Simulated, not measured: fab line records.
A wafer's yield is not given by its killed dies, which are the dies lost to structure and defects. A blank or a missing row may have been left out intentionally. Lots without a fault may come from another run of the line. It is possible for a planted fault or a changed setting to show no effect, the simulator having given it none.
fab line records	flow n5-finfet
record lots=10	wafers=27	last-day=21
route steps=1938 shown PMOS_HMC_CHANNEL_EPI@63 BEOL_M4@1111 PASSIVATION@1936
lots untouched by any fault: they come from a run of this same line in which no faults occurred
start-h: start of the lot's first displayed wafer, in hours after the record's first day	wait-h: time in hours since the lot's previous step	" identical to the entry in the row above	L1.1+2: several wafers, shown together as one row	- no value present, or no start provided	* or withheld: withheld	< > ~ a bound
route shown NAME@n: names a module that has steps shown in the file, with the first one's number in the route	usual: mean and standard deviation over wafers with no fault	same: alike in all rows	chamber/n: place in a boat	sites: each site's reading	_std_site: standard deviation across them	_edge_site: the outer-site mean with the inner-site mean subtracted	radius-mm: how far each site lies from the wafer's centre	mask NAME#n: copy n	behind: tool/chamber where the wafer was last shaped	hold: cause of the lot's hold/its duration in hours/its outcome	device: the transistor (n, p or np) that didn't switch	end of line: the same wafers' tests at the end of the route	a step without rows: its recipe alone	killed: dies that structure and defects cost at the first sort, which is not the same as the wafer's yield	map: a wafer's dies, marking killed ones x, the rest . and places with no die _
set.NAME: the setting that was run; set.NAME@STEP: the one run at that earlier step	model.NAME: the simulator's own value behind a step, which no gauge read
one table for each step of the route and one row for each wafer, over a sample of lots
services: when a tool's chamber went out of use (start-h, in hours from the record's first day, below 0 if earlier), for how many hours, and the reason
## steps
# step N5_PMOS_HMC_CHANNEL_EPI_PEB_07
# recipe peb-temp-c=110	peb-time-s=60	resist=CAR-ArF-block
# usual chill-plate-temp-C=22.96/0.091
lot.wafer	tool	chamber	start-h	wait-h	chill-plate-temp-C
L346.1	litho-track-05	0	16.82	0.1	22.96
L346.4	"	0	"	"	22.98
L346.6	"	0	"	"	23.05
L347.2	litho-track-01	0	23.07	0.0	22.81
L347.4	"	0	"	"	22.84
L348.2	litho-track-01	0	29.86	0.0	22.88
L348.4	"	0	"	"	22.77
L348.6	"	0	"	"	22.93
L349.2	litho-track-01	0	35.42	0.0	22.98
L349.3	"	0	"	"	22.82
L349.5	"	0	"	"	22.97
L350.2	litho-track-05	0	41.39	0.0	22.81
L350.4	"	0	"	"	23.06
L350.5	"	0	"	"	23.06
L360.2	litho-track-02	0	101.03	0.0	22.88
L360.6	"	0	"	"	22.86
L361.1	litho-track-02	0	107.18	0.1	23.02
L361.2	"	0	"	"	23.04
L363.3	litho-track-01	0	120.33	0.0	23.02
L363.4	"	0	"	"	22.98
L363.5	"	0	"	"	22.94
L364.2	litho-track-01	0	125.17	0.0	22.94
L364.3	"	0	"	"	22.83
L364.5	"	0	"	"	22.93
L367.1	litho-track-05	0	143.50	0.1	23.04
L367.2	"	0	"	"	23.03
L367.6	"	0	"	"	22.86
# step N5_PMOS_HMC_CHANNEL_EPI_CD_MEAS_09
# recipe target-cd-nm=237.4	landing-energy-ev=500	detector=se-inlens
# usual cd-nm=237.6/1.1
lot.wafer	tool	chamber	start-h	wait-h	cd-nm
L346.1	cd-sem-02	0	16.89	-	237.9
L346.4	"	0	"	"	237.1
L346.6	"	0	"	"	236.6
L347.2	cd-sem-02	0	23.13	-	238.5
L347.4	"	0	"	"	239.0
L348.2	cd-sem-02	0	29.92	-	239.1
L348.4	"	0	"	"	239.6
L348.6	"	0	"	"	238.5
L349.2	cd-sem-01	0	35.48	-	238.1
L349.3	"	0	"	"	239.6
L349.5	"	0	"	"	239.7
L350.2	cd-sem-02	0	41.46	-	237.6
L350.4	"	0	"	"	236.1
L350.5	"	0	"	"	236.1
L360.2	cd-sem-01	0	101.10	-	246.0
L360.6	"	0	"	"	236.4
L361.1	cd-sem-01	0	107.25	-	246.8
L361.2	"	0	"	"	246.1
L363.3	cd-sem-01	0	120.40	-	236.3
L363.4	"	0	"	"	238.4
L363.5	"	0	"	"	236.6
L364.2	cd-sem-01	0	125.24	-	237.2
L364.3	"	0	"	"	240.3
L364.5	"	0	"	"	237.2
L367.1	cd-sem-02	0	143.56	-	237.0
L367.2	"	0	"	"	236.0
L367.6	"	0	"	"	237.8
# step N5_PMOS_HMC_CHANNEL_EPI_ETCH_38
# recipe chemistry=CF4	target=SiO2	target-depth-a=15	ion-energy-ev=350	pressure-mtorr=10	icp-w=800	bias-w=400	cf4-flow-sccm=80
# usual cf4-flow-sccm=79.96/0.21	drypump-motor-current-A=5.7/0.51	oes-product-au=0.991/0.028	throttle-valve-pct=21.80/0.29
lot.wafer	tool	chamber	start-h	wait-h	cf4-flow-sccm	drypump-motor-current-A	oes-product-au	rf-hours-counter-h	throttle-valve-pct
L346.1	rie-si-04	1	17.41	0.0	79.89	5.3	1.008	192	21.55
L346.4	"	2	"	"	79.68	6.4	0.982	97	21.99
L346.6	"	2	"	"	79.65	6.3	0.983	-	21.99
L347.2	rie-si-04	1	23.67	0.0	80.08	5.3	1.001	192	21.53
L347.4	"	2	"	"	80.32	6.3	0.991	97	22.00
L348.2	rie-si-04	2	30.69	0.0	79.55	6.3	0.986	97	21.99
L348.4	"	2	"	"	79.81	6.3	0.988	-	21.99
L348.6	"	3	"	"	80.22	5.3	1.002	-	21.46
L349.2	rie-si-02	2	36.01	0.0	80.15	6.1	1.021	200	21.72
L349.3	"	1	"	"	79.88	6.1	1.037	144	22.52
L349.5	"	2	"	"	79.88	6.1	1.015	-	21.74
L350.2	rie-si-05	3	41.98	0.0	79.89	5.4	1.019	76	21.95
L350.4	"	1	"	"	79.51	5.0	0.957	30	21.58
L350.5	"	1	"	"	79.82	5.0	0.946	-	21.59
L360.2	rie-si-02	3	101.62	0.0	80.07	6.7	0.994	32	21.84
L360.6	"	0	"	"	80.11	6.0	1.001	-	22.10
L361.1	rie-si-04	2	107.77	0.0	80.13	6.4	0.992	99	22.00
L361.2	"	3	"	"	79.75	5.3	0.995	147	21.46
L363.3	rie-si-05	3	120.92	0.0	80.26	5.4	1.015	77	21.93
L363.4	"	2	"	"	79.68	5.6	1.008	149	21.95
L363.5	"	2	"	"	79.83	5.6	1.008	-	21.96
L364.2	rie-si-02	2	125.76	0.0	79.62	6.1	1.028	0	21.40
L364.3	"	1	"	"	80.32	6.1	1.038	146	22.51
L364.5	"	3	"	"	79.84	6.7	0.994	-	21.84
L367.1	rie-si-02	3	144.09	0.0	79.77	6.7	0.979	32	21.85
L367.2	"	2	"	"	80.11	6.1	1.033	1	21.39
L367.6	"	3	"	"	79.97	6.7	0.992	-	21.84
# step N5_PMOS_HMC_CHANNEL_EPI_CMP_21
# recipe material=SiGe30	post-cmp-clean=alkaline-brush	target-thk-nm=54
# usual motor-current-A=12.2/0.93	pad-life-wafers=1255/750	slurry-flow-ml-min=149.9/0.48
lot.wafer	tool	chamber	start-h	wait-h	motor-current-A	pad-life-wafers	slurry-flow-ml-min
L346.1	cmp-02	3	19.02	0.1	14.0	1004	149.2
L346.4	"	0	"	"	11.0	1005	149.6
L346.6	"	1	"	"	12.3	-	149.7
L347.4	cmp-02	2	25.20	0.0	11.9	1050	150.6
L347.2	"	3	"	"	13.1	1051	150.7
L348.2	cmp-02	1	32.22	0.0	12.4	1098	149.4
L348.4	"	3	"	"	13.9	1100	149.9
L348.6	"	1	"	"	11.9	-	149.6
L349.2	cmp-04	2	37.67	0.1	12.7	1789	149.4
L349.3	"	3	"	"	13.6	1790	150.3
L349.5	"	2	"	"	12.6	-	149.5
L350.4	cmp-01	2	43.64	0.1	11.7	625	150.4
L350.2	"	3	"	"	11.4	626	150.3
L350.5	"	2	"	"	12.0	-	150.0
L360.2	cmp-04	3	103.19	0.1	14.0	2185	149.6
L360.6	"	2	"	"	13.1	-	150.6
L361.2	cmp-02	2	109.33	0.1	12.5	1579	150.4
L361.1	"	3	"	"	13.2	1580	150.4
L363.4	cmp-04	1	122.44	0.0	11.6	6	149.8
L363.3	"	0	"	"	11.6	9	149.8
L363.5	"	2	"	"	12.3	-	149.3
L364.2	cmp-01	3	127.72	0.1	11.3	1135	149.4
L364.3	"	1	"	"	10.6	1137	149.4
L364.5	"	3	"	"	11.3	-	150.4
L367.2	cmp-04	1	146.02	0.0	11.8	150	150.6
L367.1	"	2	"	"	12.8	151	149.7
L367.6	"	1	"	"	12.2	-	149.7
# step N5_PMOS_HMC_CHANNEL_EPI_INSPECT_30
# recipe inspect-instrument=darkfield	mode=post-epi
# usual raw-defect-count=20/6.6
lot.wafer	tool	chamber	start-h	wait-h	raw-defect-count
L346.1	defect-inspect-01	-	19.72	0.0	16
L346.4	"	-	"	"	21
L346.6	"	-	"	"	11
L347.2	defect-inspect-01	-	25.98	0.0	16
L347.4	"	-	"	"	15
L348.2	defect-inspect-02	-	32.99	0.0	12
L348.4	"	-	"	"	9
L348.6	"	-	"	"	14
L349.2	defect-inspect-01	-	38.41	0.0	14
L349.3	"	-	"	"	17
L349.5	"	-	"	"	23
L350.2	defect-inspect-02	-	44.48	0.0	21
L350.4	"	-	"	"	16
L350.5	"	-	"	"	26
L360.2	defect-inspect-01	-	103.93	0.0	10
L360.6	"	-	"	"	16
L361.1	defect-inspect-01	-	110.07	0.0	17
L361.2	"	-	"	"	22
L363.3	defect-inspect-02	-	123.33	0.0	20
L363.4	"	-	"	"	19
L363.5	"	-	"	"	18
L364.2	defect-inspect-02	-	128.51	0.0	15
L364.3	"	-	"	"	15
L364.5	"	-	"	"	13
L367.1	defect-inspect-01	-	146.79	0.0	27
L367.2	"	-	"	"	26
L367.6	"	-	"	"	35
# step N5_BEOL_M4_RC_MEAS_101
# usual DIBL_N=36.1/2.3	DIBL_P=36/3.2	IOFF_N=0.16/0.045	IOFF_P=0.21/0.049	ION_N=674/14	ION_P=462/8.4	SS_N=71.6/0.83	SS_P=73.2/0.87	VT_N=249/3.8	VT_P=-250/3.4
lot.wafer	tool	chamber	start-h	wait-h	DIBL_N[mV/V]	DIBL_P[mV/V]	IOFF_N[nA/um]	IOFF_P[nA/um]	ION_N[uA/um]	ION_P[uA/um]	SS_N[mV/dec]	SS_P[mV/dec]	VT_N[mV]	VT_P[mV]
L346.1	prober-02	0	236.98	0.3	35.1	34	0.13	0.21	659	461	70.7	72.9	250	-249
L346.4	"	0	"	"	39.1	39	0.20	0.28	675	466	72.3	73.6	248	-246
L346.6	"	0	"	"	37.9	37	0.18	0.25	673	465	71.7	73.7	248	-245
L349.2	prober-01	0	260.07	0.2	39.1	42	0.22	0.29	686	468	72.3	74.4	246	-246
L349.3	"	0	"	"	38.2	40	0.20	0.26	679	465	72.0	73.7	248	-246
L349.5	"	0	"	"	36.7	39	0.19	0.26	695	481	71.3	73.7	244	-246
L348.2	prober-01	0	266.49	0.2	36.3	33	0.14	0.18	650	449	71.9	72.9	254	-250
L348.4	"	0	"	"	33.2	30	0.10	0.15	672	459	71.6	72.3	255	-253
L348.6	"	0	"	"	36.7	35	0.14	0.21	682	470	72.0	73.0	253	-250
L347.2	prober-01	0	271.85	0.2	33.3	35	0.12	0.19	655	460	70.6	73.0	254	-250
L347.4	"	0	"	"	34.5	36	0.13	0.23	664	464	70.5	72.7	249	-244
L350.2	prober-02	0	280.86	0.2	35.8	36	0.15	0.20	674	458	71.7	72.9	249	-251
L350.4	"	0	"	"	34.3	34	0.13	0.17	669	461	71.1	72.6	249	-252
L350.5	"	0	"	"	34.7	35	0.14	0.19	677	460	70.5	72.1	249	-251
L361.1	prober-01	0	344.70	0.0	35.5	36	0.15	0.18	672	457	72.1	72.9	249	-253
L361.2	"	0	"	"	37.7	38	0.20	0.22	686	463	71.2	74.2	244	-251
L360.2	prober-02	0	347.82	0.2	36.9	34	0.16	0.20	689	470	70.9	72.9	249	-247
L360.6	"	0	"	"	39.8	37	0.22	0.24	688	465	71.8	73.6	243	-247
L363.3	prober-01	0	355.20	0.3	34.4	36	0.14	0.16	672	458	71.9	72.9	251	-255
L363.4	"	0	"	"	35.0	37	0.14	0.19	678	466	72.0	73.1	254	-256
L363.5	"	0	"	"	35.4	37	0.15	0.19	676	465	72.3	73.5	251	-253
L364.2	prober-02	0	355.66	0.2	36.0	35	0.16	0.22	669	460	71.3	72.8	248	-247
L364.3	"	0	"	"	34.3	33	0.15	0.20	670	459	71.2	72.3	248	-248
L364.5	"	0	"	"	38.8	39	0.24	0.29	688	464	72.0	73.4	243	-247
L367.1	prober-02	0	388.83	0.0	40.9	44	0.28	0.38	686	469	73.0	75.4	241	-241
L367.2	"	0	"	"	40.3	43	0.30	0.36	695	472	72.4	74.8	239	-240
L367.6	"	0	"	"	39.2	41	0.26	0.31	685	464	72.8	75.0	243	-243
# step N5_PASSIVATION_PROBE_49
# usual defect-limited-yield=90.9/1.6	killed_at_M0_to_M3=37/11	killed_at_M4_up=15/5.6	killed-at-contacts=13/6.4	killed-at-front-end=39/11	killed-at-other=4/3.1	killed-dies=107/19	killed-open=71/14	killed-short=34/7.8	sort_bin_4_leakage=0.01/0.053	sort_bin_5_function=5.3/1	sort_bin_6_memory=3.4/0.72	sort_bin_8_speed=0.0/0.42	sort-n-pass=1072/20	sort-yield-pct=90.9/1.7
# same gross-dies=1180	killed-at-back-side=0
lot.wafer	tool	chamber	start-h	wait-h	defect-limited-yield[%]	killed_at_M0_to_M3	killed_at_M4_up	killed-at-contacts	killed-at-front-end	killed-at-other	killed-dies	killed-open	killed-short	sort_bin_4_leakage[%]	sort_bin_5_function[%]	sort_bin_6_memory[%]	sort_bin_8_speed[%]	sort-n-pass	sort-yield-pct[%]
L347.2	prober-01	-	370.53	0.1	91.1	43	14	10	32	6	105	62	38	0	4.7	3.6	0	1075	91.1
L347.4	prober-01	-	370.63	0.2	94.2	21	15	4	27	2	69	40	25	0	3.7	2.1	0	1111	94.2
L360.2	prober-02	-	469.07	0.1	92.3	28	9	5	49	0	91	72	18	0	4.1	3.1	0	1089	92.3
L360.6	prober-02	-	469.27	0.3	91.7	35	14	4	38	7	98	65	30	0	4.7	3.2	0	1082	91.7
L364.2	prober-02	-	491.57	0.1	91.0	26	17	9	51	3	106	64	40	0	5.3	3.4	0	1074	91.0
L364.3	prober-02	-	491.62	0.1	89.7	29	25	14	52	1	121	81	35	0	5.8	4.2	0	1059	89.7
L364.5	prober-02	-	491.72	0.2	91.4	36	15	11	37	3	102	68	33	0	5.3	3.2	0	1078	91.4
# killed by level:class
L347.2 BEOL_M0_SAQP:geometric-particle:open=15 BEOL_M0_SAQP:geometric-particle:short=13 GATE_CUT:geometric-particle:short=9 MOL_CONTACT_COAG:geometric-particle:open=7 FIN_SAQP:geometric-particle:open=6 GATE_CUT:geometric-particle:open=5 BEOL_M1:geometric-particle:open=5 BEOL_M4:geometric-particle:open=4
L347.4 BEOL_M0_SAQP:geometric-particle:short=7 BEOL_M4:geometric-particle:open=6 DUMMY_GATE:geometric-particle:open=4 GATE_CUT:geometric-particle:open=4 FIN_SAQP:geometric-particle:short=3 FIN_SAQP:geometric-particle:open=3 GATE_CUT:geometric-particle:short=3 BEOL_M0_SAQP:geometric-particle:open=3
L360.2 STI_FIN_REVEAL:geometric-particle:open=15 BEOL_M3:geometric-particle:open=13 DUMMY_GATE:geometric-particle:open=8 FIN_SAQP:geometric-particle:open=6 MOL_CONTACT_COAG:geometric-particle:open=5 BEOL_M1:geometric-particle:open=5 BEOL_M4:geometric-particle:open=5 DUMMY_GATE:geometric-particle:short=4
L360.6 STI_FIN_REVEAL:geometric-particle:open=9 BEOL_M1:geometric-particle:open=9 DUMMY_GATE:geometric-particle:open=8 BEOL_M4:geometric-particle:open=7 FIN_SAQP:geometric-particle:short=6 BEOL_M3:geometric-particle:open=6 BEOL_M0_SAQP:geometric-particle:open=5 BEOL_M2:geometric-particle:open=4
L364.2 FIN_SAQP:geometric-particle:short=12 FIN_SAQP:geometric-particle:open=11 BEOL_M4:geometric-particle:open=10 STI_FIN_REVEAL:geometric-particle:open=9 MOL_CONTACT_COAG:geometric-particle:open=9 BEOL_M1:geometric-particle:open=6 STI_FIN_REVEAL:geometric-particle:short=5 BEOL_M0:geometric-particle:open=4
L364.3 STI_FIN_REVEAL:geometric-particle:open=15 MOL_CONTACT_COAG:geometric-particle:open=10 BEOL_M4:geometric-particle:open=10 FIN_SAQP:geometric-particle:short=9 FIN_SAQP:geometric-particle:open=8 BEOL_M1:geometric-particle:open=7 BEOL_M0_SAQP:geometric-particle:short=5 BEOL_M5:geometric-particle:short=5
L364.5 STI_FIN_REVEAL:geometric-particle:open=11 BEOL_M0_SAQP:geometric-particle:open=11 BEOL_M0_SAQP:geometric-particle:short=8 FIN_SAQP:geometric-particle:open=7 MOL_CONTACT_COAG:geometric-particle:open=6 FIN_SAQP:geometric-particle:short=5 DUMMY_GATE:geometric-particle:open=5 MOL_CONTACT_COAG:geometric-particle:short=5
## services
tool	chamber	start-h	hours	kind
cmp-04	-	8.29	5.7	repair
cmp-04	-	14.10	9.2	repair
cmp-01	-	15.33	6.4	repair
rie-si-04	0	28.90	-	clean
rie-si-04	0	28.90	-	consumable-replace:focus-ring
rie-si-04	0	28.90	16.6	scheduled-down
rie-si-04	0	28.90	16.6	vent-cycle
cmp-01	-	47.87	3.1	repair
rie-si-02	2	58.98	4.3	repair
rie-si-05	-	66.79	14.3	repair
rie-si-02	-	69.10	0.4	repair
cmp-01	-	70.35	2.1	repair
rie-si-02	2	78.99	-	clean
rie-si-02	2	78.99	24.0	scheduled-down
rie-si-02	2	78.99	24.0	vent-cycle
rie-si-04	1	86.45	8.8	repair
cmp-02	-	87.25	5.0	pm
cmp-04	-	93.06	0.5	repair
cmp-01	-	102.15	0.5	repair
cmp-04	-	115.41	4.0	pm
cmp-04	-	119.41	-	consumable-replace:conditioner
cmp-04	-	119.41	-	consumable-replace:pad
cmp-04	-	126.54	5.1	pm
rie-si-05	0	141.82	21.8	repair
## key
first-sign step=N5_PMOS_HMC_CHANNEL_EPI_CD_MEAS_09	reading=cd-nm	direction=up	sigmas=7.7	usual=237.6	struck=246.3
effect none on later readings
met-at N5_PMOS_HMC_CHANNEL_EPI_PEB_07
struck-lots L360,L361
struck-wafers L360.2,L361.1,L361.2
not-acting-at N5_PMOS_HMC_CHANNEL_EPI_ETCH_38,N5_PMOS_HMC_CHANNEL_EPI_CMP_21,N5_PMOS_HMC_CHANNEL_EPI_INSPECT_30
fault kind=process-parameter-drift	tool=litho-track-02	chamber=-	onset-h=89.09	steps=N5_PMOS_HMC_CHANNEL_EPI_PEB_07	channel=peb-time-s	offset=*	shape=step	end-h=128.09	scope=struck-wafers-only	acts-in=*	stated=*
